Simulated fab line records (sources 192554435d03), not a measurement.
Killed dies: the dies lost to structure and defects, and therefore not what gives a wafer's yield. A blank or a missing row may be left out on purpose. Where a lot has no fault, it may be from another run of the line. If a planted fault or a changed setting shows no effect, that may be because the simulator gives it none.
Comparing a struck lot with a sound one ; flow n5 finfet ; 20 steps out of a route of 1938
Sound: these wafers, L503.1, L503.5, L503.6. The struck wafers were L514.1, L514.2, L514.5. The cause is named last.
Each step with rows lists, per side, the tool, then ch with its chambers, then its first start. Under that, the readings that differ: sound wafers ; struck wafers ; difference of the means ; sigmas: that difference in standard deviations of wafers without a fault.
alike: words and numbers the same on both sides, and readings whose means are apart by under 2 such deviations; not compared: readings that were withheld, readings missing a value for some wafer, numbers with overlapping values and no deviation given by the record, and bounds like >300 which may hide the same value.
Wherever a step has rows on one side only, a row that says differs or no value, or a row with sigmas, the two part there. When numbers do not overlap yet have no deviation, they are printed without sigmas and do not part them. A reading that every wafer of one side lacks parts them only if that side has two wafers or more.

N5_BEOL_M14_ETCH_59: etches BARC in N2/H2, target depth 89 nm, overetch 26.7 nm, time 67.9 s.
  sound on rie diel-03 ch 1,2,3, day 12 16:03; struck on rie diel-01 ch 1,2, day 15 05:06
  alike: bias w, drypump motor current A, oes product au, rf fwd power W, rf vpp V, showerhead plenum p Torr, throttle valve pct
  not compared: rf hours counter h
N5_BEOL_M14_VIA_ETCH_16: etches SiO2 in C4F8/O2/Ar, target depth 1231.3 nm.
  sound on rie diel-03 ch 1,2,3, day 12 16:06; struck on rie diel-01 ch 1,2, day 15 05:09
  alike: bias w, drypump motor current A, oes product au, rf fwd power W, rf vpp V, showerhead plenum p Torr, throttle valve pct
N5_BEOL_M14_STRIP_63: strips in O2.
  sound on rie diel-03 ch 1,2,3; struck on rie diel-01 ch 1,2
reading;sound;struck;difference;sigmas
o2 flow sccm (sccm);224.4 224.2 223.7;225.5 225.9 225.7;+1.6;+2
  alike: drypump motor current A, oes product au, rf vpp V, showerhead plenum p Torr, throttle valve pct
  not compared: rf hours counter h
N5_BEOL_M14_STRIP_64: strips in O2.
  sound on rie diel-03 ch 1,2,3; struck on rie diel-01 ch 1,2
  alike: drypump motor current A, o2 flow sccm, oes product au, rf vpp V, showerhead plenum p Torr, throttle valve pct
  not compared: rf hours counter h
then, 2 steps without rows for these wafers: N5_BEOL_M14_STRIP_71 (strips in post etch residue remover, time 60 s); N5_BEOL_M14_SRD_72 (time 30 s, dry time 30 s).
N5_BEOL_M14_CD_MEAS_17: target cd 250 nm.
  sound on cd sem-03, day 12 16:27; struck on cd sem-01, day 15 05:30
  alike: cd nm
then, 5 steps without rows for these wafers: N5_BEOL_M14_COAT_65 (time 60 s, resist thk 450 nm); N5_BEOL_M14_COAT_66 (time 60 s, resist thk 110 nm); N5_BEOL_M14_COAT_22 (resist thk 300 nm); N5_BEOL_M14_EBR_24; N5_BEOL_M14_SOFTBAKE_23 (time 60 s).
N5_BEOL_M14_EXPOSE_25: exposes mask M14, target cd 280 nm.
  sound on krf scanner-01 ch 0, day 12 16:44; struck on krf scanner-02 ch 0, day 15 05:39
reading;sound;struck;difference;sigmas
model.BEOL_M14.overlay x nm (nm);1 1 1;34.6 34.6 34.6;+33.6;
  alike: mask
then, 3 steps without rows for these wafers: N5_BEOL_M14_PEB_26 (peb time 90 s); N5_BEOL_M14_DEVELOP_27 (develop time 45 s); N5_BEOL_M14_HARDBAKE_32 (time 120 s).
N5_BEOL_M14_CD_MEAS_28: target cd 284.4 nm.
  sound on cd sem-01 ch 0, day 12 16:54; struck on cd sem-01 ch 0, day 15 05:50
  alike: cd nm
N5_BEOL_M14_OVL_MEAS_29:
  sound on overlay-01 ch 0, day 12 16:56; struck on overlay-01 ch 0, day 15 05:52
reading;sound;struck;difference;sigmas
M14_OVL (nm);1 0 -6;39 33 34;+37;+6
N5_BEOL_M14_INSPECT_30: inspects for defects (macro).
  sound on defect inspect-01, day 12 16:58; struck on defect inspect-01, day 15 05:53
  alike: raw defect count
N5_PASSIVATION_PROBE_49:
  sound on prober-01, day 13 19:35; struck on prober-02, day 16 05:20
  alike: defect limited yield, killed_at_M0_to_M3, killed_at_M4_up, killed at contacts, killed at front end, killed at other, killed dies, killed open, killed short, sort_bin_5_function, sort_bin_6_memory, sort n pass, sort yield pct

## WHERE THEY PART
Earliest at N5_BEOL_M14_STRIP_63; latest, in this record, at N5_BEOL_M14_OVL_MEAS_29. Later steps at which nothing parts them and some readings are alike: N5_BEOL_M14_INSPECT_30, N5_PASSIVATION_PROBE_49.

WHY: what the simulator had put in
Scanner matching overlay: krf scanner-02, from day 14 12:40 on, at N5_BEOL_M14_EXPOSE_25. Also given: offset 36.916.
